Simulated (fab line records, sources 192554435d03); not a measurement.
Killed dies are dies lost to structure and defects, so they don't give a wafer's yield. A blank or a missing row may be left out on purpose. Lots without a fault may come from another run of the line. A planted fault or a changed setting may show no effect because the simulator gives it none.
Split-lot experiment | flow n5_finfet | 7 lots, 21 wafers read, on a route of 1938 steps

THE SPLIT
At N5_BEOL_M13_SPUTTER_43 (material TaN, target thk 15 nm, time 24.19 s), the setting time_s was moved away from the recipe's 24.19 s on 6 of the 21 wafers read, by -10.4% to +15.0%. The other wafers ran this setting at the recipe's value.

The reading is taken at the split's own step.

THE READING
TaN_of_BEOL_M13_SPUTTER_43.thk_nm (the simulator's own value, which no gauge read), in nm, at N5_BEOL_M13_SPUTTER_43 (material TaN, target thk 15 nm, time 24.19 s). The file gives no usual value for it. The 15 wafers here that ran the recipe average 15.1 nm, standard deviation 0.19 nm.

wafer  | tool, chamber at the split | time_s as run, s | against the recipe | TaN_of_BEOL_M13_SPUTTER_43.thk_nm, nm | against lot-mates on the recipe
L076.1 | pvd_sputter-02, -          | 24.19            | recipe             | 15                                    | -
L076.4 | pvd_sputter-02, -          | 24.19            | recipe             | 15.2                                  | -
L076.6 | pvd_sputter-02, -          | 24.19            | recipe             | 15.2                                  | -
L077.2 | pvd_sputter-01, -          | 24.19            | recipe             | 15.4                                  | -
L077.3 | pvd_sputter-01, -          | 24.19            | recipe             | 15                                    | -
L077.6 | pvd_sputter-01, -          | 25.6             | +5.8%              | 16.4                                  | +1.2
L082.1 | pvd_sputter-01, -          | 24.19            | recipe             | 15.4                                  | -
L082.4 | pvd_sputter-01, -          | 24.19            | recipe             | 15.2                                  | -
L082.5 | pvd_sputter-01, -          | 27.81            | +15.0%             | 17.6                                  | +2.3
L086.2 | pvd_sputter-03, -          | 24.19            | recipe             | 15                                    | -
L086.6 | pvd_sputter-03, -          | 24.19            | recipe             | 15                                    | -
L086.3 | pvd_sputter-03, -          | 26.52            | +9.6%              | 16.4                                  | +1.4
L093.1 | pvd_sputter-02, -          | 24.19            | recipe             | 15                                    | -
L093.2 | pvd_sputter-02, -          | 24.19            | recipe             | 15                                    | -
L093.6 | pvd_sputter-02, -          | 24.19            | recipe             | 15                                    | -
L094.1 | pvd_sputter-03, -          | 21.68            | -10.4%             | 13.2                                  | -1.6
L094.6 | pvd_sputter-03, -          | 21.68            | -10.4%             | 13.2                                  | -1.6
L094.3 | pvd_sputter-03, -          | 24.19            | recipe             | 14.8                                  | -
L097.2 | pvd_sputter-01, -          | 24.19            | recipe             | 14.8                                  | -
L097.3 | pvd_sputter-01, -          | 24.19            | recipe             | 14.8                                  | -
L097.5 | pvd_sputter-01, -          | 23.15            | -4.3%              | 14.2                                  | -0.6

THE FIT
A straight line over all 21 wafers: TaN_of_BEOL_M13_SPUTTER_43.thk_nm changes by +0.173 nm for each +1% of time_s; r = +0.98; the points scatter about the line by 0.2 nm.
The same after taking each lot's own level away (the mean of its wafers on the recipe; 21 wafers): +0.155 nm for each +1%; r = +0.99; scatter 0.11 nm.
On that fit, the largest move of time_s shifts the reading by 2.3 nm.
The lots' own levels span 14.80 to 15.30 nm, that is 2.7 times the standard deviation above.
So the lot-to-lot level changes the slope: the two fits differ.
Check: with one of the wafers moved furthest among these (+15.0%) left out of the fit, the line predicts +2.36 nm for it against its lot-mates. It came out at +2.3 nm against them.

OTHER SPLITS ON THESE WAFERS
These wafers also went through other splits before the reading. Each is held against what the fit with the lots' levels taken away leaves over:
other split on the same wafers | wafers away from the commonest value | r with TaN_of_BEOL_M13_SPUTTER_43.thk_nm (lot level and that fit taken away)
N5_BEOL_M10_COAT_22 spin_rpm   | 3                                    | -0.44
N5_BEOL_M11_ETCH_62 bias_w     | 9                                    | -0.21
N5_BEOL_M11_COAT_63 spin_rpm   | 9                                    | -0.11
N5_BEOL_M11_ETCH_41 time_s     | 6                                    | +0.26
N5_BEOL_M13_ETCH_68 time_s     | 5                                    | +0.07

THE FILE'S OWN FIT
TaN_of_BEOL_M13_SPUTTER_43.thk_nm changes by +0.155 nm for each +1% of time_s, r = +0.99.
